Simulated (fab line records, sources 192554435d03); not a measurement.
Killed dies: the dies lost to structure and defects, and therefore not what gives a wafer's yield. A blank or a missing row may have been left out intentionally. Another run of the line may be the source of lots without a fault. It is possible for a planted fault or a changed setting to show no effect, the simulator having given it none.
A lot that was struck, set against a sound lot | flow n5_finfet | 15 steps out of a route of 1938
Sound: these wafers, L515.2, L515.3, L515.6. The struck wafers were L532.2, L532.3, L532.5. The cause is named last.
For every step that has rows: the tool of each side, followed by ch and its chambers, followed by its first start. Under that, the readings that differ: sound wafers | struck wafers | difference of the means | sigmas: that difference in standard deviations of wafers without a fault.
alike: a reading whose means differ by less than 2 such deviations, as well as words and numbers matching on both sides. not compared: withheld readings; readings where some wafer has no value; bounds like >300 that might hide an equal value; numbers whose values overlap and for which the record gives no deviation.
A row with sigmas, a row that says differs or no value, or rows on one side alone: a step with any of these is where the two part. Numbers that have no deviation but don't overlap get no sigmas and don't part them. A reading that every wafer of one side lacks parts them only if that side has two wafers or more.

first, 3 steps without rows for these wafers: N5_BEOL_M15_STRIP_36 (strips in O2); N5_BEOL_M15_STRIP_62 (strips in O2); N5_BEOL_M15_STRIP_37 (strips in O2).
N5_BEOL_M15_ETCH_38: etches SiCN in CF4/N2, target depth 106.4 nm, time 120.5 s.
  sound: rie_diel-01 ch 0,2,3; struck: rie_diel-01 ch 2,3
  alike: drypump_motor_current_A, oes_product_au, rf_vpp_V, showerhead_plenum_p_Torr, throttle_valve_pct
  not compared: rf_hours_counter_h
then, 3 steps without rows for these wafers: N5_BEOL_M15_PRECLEAN_39 (cleans in residue remover, time 60 s); N5_BEOL_M15_SRD_40 (time 30 s, dry time 30 s); N5_BEOL_M15_DEGAS_41 (time 60 s).
N5_BEOL_M15_PRE_CLEAN_42: time 30 s.
  struck on pvd_sputter-01, day 15 14:49; sound on pvd_sputter-02, day 11 08:46
  alike: heater_power_w, susceptor_temp_C
N5_BEOL_M15_SPUTTER_43: material TaN, target thk 15 nm, time 24.19 s.
  struck on pvd_sputter-01, day 15 14:52; sound on pvd_sputter-02, day 11 08:48
  alike: susceptor_temp_C, throttle_valve_pct
then, 1 step without rows for these wafers: N5_BEOL_M15_SPUTTER_44 (material Ta, target thk 15 nm, time 24.19 s).
N5_BEOL_M15_SPUTTER_45: material Cu, target thk 100 nm, time 16.67 s.
  struck on pvd_sputter-01, day 15 15:01; sound on pvd_sputter-02, day 11 08:58
  alike: chuck_gas_flow_sccm, susceptor_temp_C, throttle_valve_pct
then, 1 step without rows for these wafers: N5_BEOL_M15_ECD_47 (material Cu, target thk 1860 nm).
N5_BEOL_M15_ANNEAL_48: time 90 s.
  sound on rtp_anneal-01 ch 0, day 11 09:26; struck on rtp_anneal-01 ch 0, day 15 16:16
  reading          | sound             | struck            | difference | sigmas
  wafer_temp_C_max | 226.0 225.9 225.7 | 233.1 232.4 233.0 | +7.0       | +10
N5_BEOL_M15_CMP_49: polishes, stops on SiO2, t overpolish 4.9 s, target thk 850 nm.
  sound on cmp-01 ch 0,1,2, day 11 09:41; struck on cmp-04 ch 2,3, day 15 16:38
  alike: barrier_field_endpoint_s, head_pressure_psi, motor_current_A, overpolish_run_s
  not compared: pad_life_wafers
N5_PASSIVATION_PROBE_49:
  rows exist in the record for the struck wafers here (prober-01, day 16 09:09), but not for the sound ones

## WHERE THEY PART
First at N5_BEOL_M15_ANNEAL_48; last, within this record, at N5_PASSIVATION_PROBE_49.

WHY: what had been put in by the simulator
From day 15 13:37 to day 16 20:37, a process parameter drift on rtp_anneal-01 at N5_BEOL_M15_ANNEAL_48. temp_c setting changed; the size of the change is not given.
